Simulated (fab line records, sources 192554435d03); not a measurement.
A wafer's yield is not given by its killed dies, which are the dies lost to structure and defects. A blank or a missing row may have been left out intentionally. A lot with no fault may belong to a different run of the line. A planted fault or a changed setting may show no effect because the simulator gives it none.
Chamber matching + flow n5_finfet + 4 sister chambers for N5_BEOL_M9_STRIP_36 on rie_diel-03
The step strips in N2/H2. 4 wafers are shown with their chamber, then 9 later ones without.

== WAFERS PAIRED WITH THEIR CHAMBERS ==
| wafer  | chamber | throttle_valve_pct (%) |
|--------|---------|------------------------|
| L087.4 | 1       | 24.0                   |
| L093.2 | 2       | 22.8                   |
| L093.4 | 0       | 24.1                   |
| L093.6 | 3       | 23.2                   |

== WAFERS WITHOUT THEIR CHAMBER ==
| wafer  | throttle_valve_pct (%) |
|--------|------------------------|
| L094.2 | 23.1                   |
| L094.3 | 24.0                   |
| L094.5 | 22.8                   |
| L095.1 | 23.1                   |
| L095.4 | 24.0                   |
| L095.6 | 24.1                   |
| L097.2 | 23.1                   |
| L097.5 | 23.2                   |
| L097.6 | 22.8                   |

== WHICH CHAMBER EACH WENT THROUGH ==
| wafer  | from the rows above     | in truth |
|--------|-------------------------|----------|
| L094.2 | 3                       | 3        |
| L094.3 | can't be placed: 1 or 0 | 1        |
| L094.5 | 2                       | 2        |
| L095.1 | 3                       | 3        |
| L095.4 | can't be placed: 1 or 0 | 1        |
| L095.6 | can't be placed: 0 or 1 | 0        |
| L097.2 | 3                       | 3        |
| L097.5 | 3                       | 3        |
| L097.6 | 2                       | 2        |
6 of 9 placed correctly. Can't be placed from these rows: 3 (the true chamber is among the candidates in 3). Placed wrongly: 0.
How it was worked out, from the rows above alone: a wafer's distance from a chamber is the root of the sum, over the readings, of the square of ((its reading less the chamber's mean) divided by the reading's scatter). The wafer belongs to the nearest chamber; if the next one is less than 2 further off, it can't be placed. Each chamber's mean is taken over the wafers shown for it. The scatter: root of mean squared gap, hidden wafer to nearest shown wafer, with one shown wafer a chamber.
